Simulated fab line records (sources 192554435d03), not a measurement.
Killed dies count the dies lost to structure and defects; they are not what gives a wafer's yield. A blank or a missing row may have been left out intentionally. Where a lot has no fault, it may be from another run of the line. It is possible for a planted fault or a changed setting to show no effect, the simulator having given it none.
Lot-split experiment / flow n5-finfet / 39 wafers read from 7 lots, route of 1938 steps

== THE SPLIT ==
At N5_BEOL_M10_TRENCH_ETCH_37 (etches SiCOH lowk in C4F6/O2, target depth 148.83 nm, time 48 s), the setting target-depth-a was moved away from the recipe's 1488.3 angstrom on 18 of the 39 wafers read, by -56.8% to +59.0%. The other wafers ran this setting at the recipe's value.

== FROM THE SPLIT TO THE READING: what the file shows between them, 8 steps ==
- N5_BEOL_M10_ETCH_41: etches SiCN in CH3F/O2, target depth 42.6 nm, time 86 s
- N5_BEOL_M10_STRIP_77: strips in N2/H2, time 10 s
- N5_BEOL_M10_OCD_MEAS_38
- N5_BEOL_M10_HM_STRIP_39: strips TiN in peroxide tin strip, target depth 25 nm, time 158 s
- N5_BEOL_M10_SRD_40: time 30 s
- N5_BEOL_M10_ECD_50: material Cu, target thk 318 nm
- N5_BEOL_M10_ANNEAL_51: time 90 s
- N5_BEOL_M10_CMP_52: polishes, stops on SiCOH lowk, t overpolish 7 s, target thk 140 nm

== THE READING ==
M10_THK, in nm, at N5_BEOL_M10_THK_MEAS_53 (measures by xrf). Typical for fault-free wafers on this fab line: 139.1 nm, with standard deviation 2.1 nm.

wafer=L077.1; tool, chamber at the split=rie-diel-03, 1; target-depth-a as run, angstrom=2367; against the recipe=+59.0%; M10_THK, nm=227.6; against lot-mates on the recipe=+88.8
wafer=L077.2; tool, chamber at the split=rie-diel-03, 2; target-depth-a as run, angstrom=1488.3; against the recipe=recipe; M10_THK, nm=140.1; against lot-mates on the recipe=-
wafer=L077.3; tool, chamber at the split=rie-diel-03, 0; target-depth-a as run, angstrom=2367; against the recipe=+59.0%; M10_THK, nm=227.4; against lot-mates on the recipe=+88.6
wafer=L077.4; tool, chamber at the split=rie-diel-03, 3; target-depth-a as run, angstrom=1488.3; against the recipe=recipe; M10_THK, nm=138.5; against lot-mates on the recipe=-
wafer=L077.5; tool, chamber at the split=rie-diel-03, 0; target-depth-a as run, angstrom=2367; against the recipe=+59.0%; M10_THK, nm=225.9; against lot-mates on the recipe=+87.1
wafer=L077.6; tool, chamber at the split=rie-diel-03, 1; target-depth-a as run, angstrom=1488.3; against the recipe=recipe; M10_THK, nm=137.8; against lot-mates on the recipe=-
wafer=L082.1; tool, chamber at the split=rie-diel-04, 1; target-depth-a as run, angstrom=910.4; against the recipe=-38.8%; M10_THK, nm=81.1; against lot-mates on the recipe=-61.8
wafer=L082.2; tool, chamber at the split=rie-diel-04, 3; target-depth-a as run, angstrom=910.4; against the recipe=-38.8%; M10_THK, nm=83.8; against lot-mates on the recipe=-59.1
wafer=L082.3; tool, chamber at the split=rie-diel-04, 0; target-depth-a as run, angstrom=1488.3; against the recipe=recipe; M10_THK, nm=143.8; against lot-mates on the recipe=-
wafer=L082.4; tool, chamber at the split=rie-diel-04, 0; target-depth-a as run, angstrom=1488.3; against the recipe=recipe; M10_THK, nm=141.8; against lot-mates on the recipe=-
wafer=L082.5; tool, chamber at the split=rie-diel-04, 1; target-depth-a as run, angstrom=910.4; against the recipe=-38.8%; M10_THK, nm=82.4; against lot-mates on the recipe=-60.5
wafer=L082.6; tool, chamber at the split=rie-diel-04, 3; target-depth-a as run, angstrom=1488.3; against the recipe=recipe; M10_THK, nm=143.1; against lot-mates on the recipe=-
wafer=L085.1; tool, chamber at the split=rie-diel-04, 0; target-depth-a as run, angstrom=1488.3; against the recipe=recipe; M10_THK, nm=138.4; against lot-mates on the recipe=-
wafer=L085.2; tool, chamber at the split=rie-diel-04, 1; target-depth-a as run, angstrom=2072; against the recipe=+39.2%; M10_THK, nm=193.3; against lot-mates on the recipe=+54.8
wafer=L085.3; tool, chamber at the split=rie-diel-04, 2; target-depth-a as run, angstrom=1488.3; against the recipe=recipe; M10_THK, nm=138.3; against lot-mates on the recipe=-
wafer=L085.4; tool, chamber at the split=rie-diel-04, 3; target-depth-a as run, angstrom=1488.3; against the recipe=recipe; M10_THK, nm=138.8; against lot-mates on the recipe=-
wafer=L085.5; tool, chamber at the split=rie-diel-04, 3; target-depth-a as run, angstrom=2072; against the recipe=+39.2%; M10_THK, nm=196.1; against lot-mates on the recipe=+57.6
wafer=L085.6; tool, chamber at the split=rie-diel-04, 0; target-depth-a as run, angstrom=2072; against the recipe=+39.2%; M10_THK, nm=200.0; against lot-mates on the recipe=+61.5
wafer=L087.1; tool, chamber at the split=rie-diel-02, 2; target-depth-a as run, angstrom=1488.3; against the recipe=recipe; M10_THK, nm=139.7; against lot-mates on the recipe=-
wafer=L087.2; tool, chamber at the split=rie-diel-02, 3; target-depth-a as run, angstrom=1488.3; against the recipe=recipe; M10_THK, nm=137.0; against lot-mates on the recipe=-
wafer=L087.3; tool, chamber at the split=rie-diel-02, 1; target-depth-a as run, angstrom=1116; against the recipe=-25.0%; M10_THK, nm=103.5; against lot-mates on the recipe=-34.9
wafer=L087.4; tool, chamber at the split=rie-diel-02, 0; target-depth-a as run, angstrom=1488.3; against the recipe=recipe; M10_THK, nm=138.4; against lot-mates on the recipe=-
wafer=L087.5; tool, chamber at the split=rie-diel-02, 0; target-depth-a as run, angstrom=1116; against the recipe=-25.0%; M10_THK, nm=104.3; against lot-mates on the recipe=-34.1
wafer=L087.6; tool, chamber at the split=rie-diel-02, 3; target-depth-a as run, angstrom=1116; against the recipe=-25.0%; M10_THK, nm=101.7; against lot-mates on the recipe=-36.7
wafer=L088.1; tool, chamber at the split=rie-diel-03, 0; target-depth-a as run, angstrom=1488.3; against the recipe=recipe; M10_THK, nm=140.7; against lot-mates on the recipe=-
wafer=L088.2; tool, chamber at the split=rie-diel-03, 2; target-depth-a as run, angstrom=2011; against the recipe=+35.1%; M10_THK, nm=194.4; against lot-mates on the recipe=+54.1
wafer=L088.3; tool, chamber at the split=rie-diel-03, 1; target-depth-a as run, angstrom=2011; against the recipe=+35.1%; M10_THK, nm=192.3; against lot-mates on the recipe=+52.0
wafer=L088.4; tool, chamber at the split=rie-diel-03, 3; target-depth-a as run, angstrom=2011; against the recipe=+35.1%; M10_THK, nm=194.1; against lot-mates on the recipe=+53.8
wafer=L088.5; tool, chamber at the split=rie-diel-03, 0; target-depth-a as run, angstrom=1488.3; against the recipe=recipe; M10_THK, nm=139.4; against lot-mates on the recipe=-
wafer=L088.6; tool, chamber at the split=rie-diel-03, 3; target-depth-a as run, angstrom=1488.3; against the recipe=recipe; M10_THK, nm=140.7; against lot-mates on the recipe=-
wafer=L092.1; tool, chamber at the split=rie-diel-02, 2; target-depth-a as run, angstrom=1488.3; against the recipe=recipe; M10_THK, nm=138.5; against lot-mates on the recipe=-
wafer=L092.2; tool, chamber at the split=rie-diel-02, 0; target-depth-a as run, angstrom=1488.3; against the recipe=recipe; M10_THK, nm=139.2; against lot-mates on the recipe=-
wafer=L092.5; tool, chamber at the split=rie-diel-02, 0; target-depth-a as run, angstrom=1488.3; against the recipe=recipe; M10_THK, nm=138.7; against lot-mates on the recipe=-
wafer=L094.1; tool, chamber at the split=rie-diel-04, 2; target-depth-a as run, angstrom=642.5; against the recipe=-56.8%; M10_THK, nm=53.5; against lot-mates on the recipe=-84.5
wafer=L094.2; tool, chamber at the split=rie-diel-04, 3; target-depth-a as run, angstrom=642.5; against the recipe=-56.8%; M10_THK, nm=55.4; against lot-mates on the recipe=-82.6
wafer=L094.3; tool, chamber at the split=rie-diel-04, 1; target-depth-a as run, angstrom=1488.3; against the recipe=recipe; M10_THK, nm=136.4; against lot-mates on the recipe=-
wafer=L094.4; tool, chamber at the split=rie-diel-04, 0; target-depth-a as run, angstrom=1488.3; against the recipe=recipe; M10_THK, nm=139.6; against lot-mates on the recipe=-
wafer=L094.5; tool, chamber at the split=rie-diel-04, 2; target-depth-a as run, angstrom=642.5; against the recipe=-56.8%; M10_THK, nm=54.0; against lot-mates on the recipe=-84.0
wafer=L094.6; tool, chamber at the split=rie-diel-04, 1; target-depth-a as run, angstrom=1488.3; against the recipe=recipe; M10_THK, nm=137.9; against lot-mates on the recipe=-

FIT RESULTS
A straight line over all 39 wafers: M10_THK changes by +1.49 nm for each +1% of target-depth-a; r = +1.00; the points scatter about the line by 1.8 nm.
The same after taking each lot's own level away (the mean of its wafers on the recipe; 39 wafers): +1.49 nm for each +1%; r = +1.00; scatter 1.6 nm.
On that fit, the largest move of target-depth-a shifts the reading by 88 nm.
The lots' own levels span 137.97 to 142.90 nm, that is 2.3 times the standard deviation above.
So the lot-to-lot level changes the slope little: the two slopes agree.
Check: for one of the wafers moved furthest among these (+59.0%), held out of the fit, the line's prediction against its lot-mates is +88.1 nm. Against them it came out at +88.8 nm.

== THE WHOLE CHAIN: every reading that the file lists as answering this split, in the file's order ==
step=N5_BEOL_M10_TRENCH_ETCH_37; what it does=etches SiCOH lowk in C4F6/O2, target depth 148.83 nm, time 48 s; reading=etch.depth-nm (the simulator's own value, which no gauge read); change (the file's fit)=+1.49 nm for each +1% of the setting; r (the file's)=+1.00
step=N5_BEOL_M10_TRENCH_ETCH_37; what it does=etches SiCOH lowk in C4F6/O2, target depth 148.83 nm, time 48 s; reading=BEOL_M10.feature-depth-nm (the simulator's own value, which no gauge read); change (the file's fit)=+1.49 nm for each +1% of the setting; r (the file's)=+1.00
step=N5_BEOL_M10_TRENCH_ETCH_37; what it does=etches SiCOH lowk in C4F6/O2, target depth 148.83 nm, time 48 s; reading=TiN_of_BEOL_M10_HM_DEP_02.thk-nm (the simulator's own value, which no gauge read); change (the file's fit)=-0.0417 nm for each +1% of the setting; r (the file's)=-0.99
step=N5_BEOL_M10_OCD_MEAS_38; what it does=; reading=trench-depth-nm; change (the file's fit)=+1.49 nm for each +1% of the setting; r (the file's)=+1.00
step=N5_BEOL_M10_CMP_52; what it does=polishes, stops on SiCOH lowk, t overpolish 7 s, target thk 140 nm; reading=Cu_of_BEOL_M10_ECD_50.thk-nm (the simulator's own value, which no gauge read); change (the file's fit)=+1.49 nm for each +1% of the setting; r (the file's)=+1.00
step=N5_BEOL_M10_THK_MEAS_53; what it does=measures by xrf; reading=M10_THK; change (the file's fit)=+1.49 for each +1% of the setting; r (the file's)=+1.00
step=N5_BEOL_M10_RS_MEAS_57; what it does=measures by four-point-probe; reading=M10_RS; change (the file's fit)=not straight: 0.4590 at the lowest setting, 0.1513 at the recipe, 0.0893 at the highest; r (the file's)=not given

== FILE'S OWN FIT ==
M10_THK changes by +1.49 nm for each +1% of target-depth-a, r = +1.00.
